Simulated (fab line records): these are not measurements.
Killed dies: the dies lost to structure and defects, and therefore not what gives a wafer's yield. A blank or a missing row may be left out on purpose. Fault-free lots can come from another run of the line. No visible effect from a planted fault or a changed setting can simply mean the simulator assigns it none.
Which of the tools did it? | flow n5-finfet | Sampling: 10 lots, 28 wafers, 4 of 1938 route steps

## WHAT THE GAUGES READ, wafer by wafer
N5_BEOL_M0_CUTY_INSPECT_59: inspects for defects (macro).
lot  | measured     | on                | raw-defect-count
L666 | day 6 06:58  | defect-inspect-01 | 1 2
L671 | day 7 11:11  | defect-inspect-01 | 2 1 2
L675 | day 8 14:00  | defect-inspect-01 | 0 0
L676 | day 8 17:11  | defect-inspect-01 | 0 5 2
L678 | day 9 06:49  | defect-inspect-01 | 3 2 1
L679 | day 9 12:54  | defect-inspect-01 | 1 2 4
L681 | day 10 00:24 | defect-inspect-02 | 1 5 10
L682 | day 10 04:08 | defect-inspect-02 | 1 2 14
L686 | day 11 09:46 | defect-inspect-01 | 2 2 3
L687 | day 11 16:55 | defect-inspect-01 | 2 4 0

## WHAT TOOL EACH LOT RAN ON (gives the tool, then ch and the chambers of the sampled wafers, and finally the start)
lot  | N5_BEOL_M0_SAQP_RECESS_109         | N5_BEOL_M0_SAQP_CUT_ETCH_46        | N5_BEOL_M0_SAQP_ALD_48
L666 | vapor-etch-01 ch 0, day 6 04:13    | rie-diel-06 ch 0,1, day 6 05:35    | ald-sin-01 ch 1,2, day 6 05:53
L671 | vapor-etch-01 ch 0,1, day 7 08:30  | rie-diel-05 ch 0,1,3, day 7 10:02  | ald-sin-03 ch 0,2,3, day 7 10:14
L675 | vapor-etch-01 ch 1, day 8 10:56    | rie-diel-06 ch 1,2, day 8 12:32    | ald-sin-03 ch 0,1, day 8 12:55
L676 | vapor-etch-01 ch 0,1, day 8 14:14  | rie-diel-05 ch 0,1,2, day 8 15:38  | ald-sin-02 ch 0,1,2, day 8 16:04
L678 | vapor-etch-02 ch 0,1, day 9 03:57  | rie-diel-02 ch 2,3, day 9 05:29    | ald-sin-01 ch 2,3, day 9 05:41
L679 | vapor-etch-01 ch 0, day 9 09:49    | rie-diel-06 ch 0,1,3, day 9 11:45  | ald-sin-01 ch 0,1,2, day 9 11:57
L681 | vapor-etch-02 ch 0,1, day 9 21:37  | rie-diel-06 ch 0,2,3, day 9 23:02  | ald-sin-02 ch 0,2,3, day 9 23:15
L682 | vapor-etch-02 ch 0,1, day 10 01:14 | rie-diel-06 ch 0,1,3, day 10 02:52 | ald-sin-01 ch 0,3, day 10 03:04
L686 | vapor-etch-01 ch 0,1, day 11 06:58 | rie-diel-05 ch 0,1, day 11 08:29   | ald-sin-01 ch 1,2, day 11 08:41
L687 | vapor-etch-01 ch 0,1, day 11 13:04 | rie-diel-02 ch 1,3, day 11 15:38   | ald-sin-03 ch 1,2, day 11 15:50
- N5_BEOL_M0_SAQP_RECESS_109: chemistry HF/NH3, target SiO2, target depth 3 nm, afs cycles 1, sublimation time 60 s.
- N5_BEOL_M0_SAQP_CUT_ETCH_46: etches SOC in N2/H2, target depth 135 nm, overetch 27 nm, time 202.5 s.
- N5_BEOL_M0_SAQP_ALD_48: deposits SiO2, target thk 20 nm, pulse time 1 s, co reactant pulse time 1 s.

## THE ANSWER, worked out from the rows above alone
Rule: what is usual is taken from the lots themselves. Put in order of their means at a reading, lots are off if they are a third of the lots or fewer, leave a main group of 4 or more, and stand apart from it by a gap of 3 or more times the standard deviation of the main group's means; of several such gaps the widest counts. The tables above print the reading to a certain number of digits; a main group whose means all agree to those digits is not used. A lot without any number at a reading at which 4 lots or more have one is off too. The other lots that the step has rows for count as sound.
Off at N5_BEOL_M0_CUTY_INSPECT_59 (raw-defect-count): L681, L682. Mean 1.8 and standard deviation 0.73 in the main group.
A tool fits if, at a process step before that reading, it ran every lot that is off, and no sound lot after the first of them. Those tools and the gauges at N5_BEOL_M0_CUTY_INSPECT_59 are tried in the same way. Can't be told from this: 3 tools fit, vapor-etch-02 at N5_BEOL_M0_SAQP_RECESS_109, rie-diel-06 at N5_BEOL_M0_SAQP_CUT_ETCH_46, defect-inspect-02 at N5_BEOL_M0_CUTY_INSPECT_59.

## WHAT THE SIMULATOR PUT IN
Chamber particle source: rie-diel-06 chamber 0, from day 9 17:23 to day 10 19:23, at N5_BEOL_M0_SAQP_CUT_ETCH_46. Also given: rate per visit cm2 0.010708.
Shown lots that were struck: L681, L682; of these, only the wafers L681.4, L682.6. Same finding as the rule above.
